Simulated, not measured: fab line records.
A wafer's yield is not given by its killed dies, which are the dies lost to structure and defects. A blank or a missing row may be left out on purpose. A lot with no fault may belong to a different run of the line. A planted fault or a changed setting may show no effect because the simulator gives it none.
A single fault, viewed from 2 desks ; flow nandHarc ; every desk sees just its own numbers, and what lay behind them comes last

THE TOOL OWNER'S DESK: rieDiel-06
The tool's own readings at NHARC_A_SLIT_ETCH_24 (etches the open film in CF4/CHF3, target depth 121 nm, time 60.5 s): means of the sampled wafers that have a number, for each lot that ran on this tool. A lot is out of limits, marked OUT, if its mean lies more than 4 standard deviations from the usual mean; the brackets give that distance.
Columns: A = drypumpMotorCurrentA at NHARC_A_SLIT_ETCH_24, usual 5.8 A; B = mfcArSccm at NHARC_A_SLIT_ETCH_24, usual 0.010 sccm; C = oesProductAu at NHARC_A_SLIT_ETCH_24, usual 0.960 a.u.; D = rfVppV at NHARC_A_SLIT_ETCH_24, usual 370.2 V; E = showerheadPlenumPTorr at NHARC_A_SLIT_ETCH_24, usual 1.56 Torr; F = throttleValvePct at NHARC_A_SLIT_ETCH_24, usual 16.802 %
lot;first seen here;A;B;C;D;E;F
L612;day 14 12:02;5.9;0.005;0.916;371.3;1.59;16.806
L619;day 16 22:57;6.0;0.006;0.957;369.9;1.55;16.798
This desk's verdict: no lot among the 2 shows anything out of limits.

THE DEFECT DESK
Inspection counts along the route, by lot: the mean over sampled wafers that carry a number. A lot is out of limits, marked OUT, if its mean lies more than 4 standard deviations from the usual mean; the brackets give that distance.
Columns: A = rawDefectCount at NHARC_A_SIN_REMOVE_INSPECT_04, usual 308
lot;first seen here;A
L612;day 15 00:01;358
L611;day 15 00:04;269
L619;day 17 08:48;409
L624;day 18 09:43;310
L625;day 18 09:44;294
L626;day 18 23:52;391
L628;day 19 23:13;390
L631;day 19 23:13;296
L629;day 20 13:46;262
L632;day 20 18:13;306
This desk's verdict: no lot among the 10 shows anything out of limits.

PUT TOGETHER
The tool owner's desk saw nothing out of limits.
Nothing out of limits was seen by the defect desk.

WHAT THE SIMULATOR HAD PUT IN
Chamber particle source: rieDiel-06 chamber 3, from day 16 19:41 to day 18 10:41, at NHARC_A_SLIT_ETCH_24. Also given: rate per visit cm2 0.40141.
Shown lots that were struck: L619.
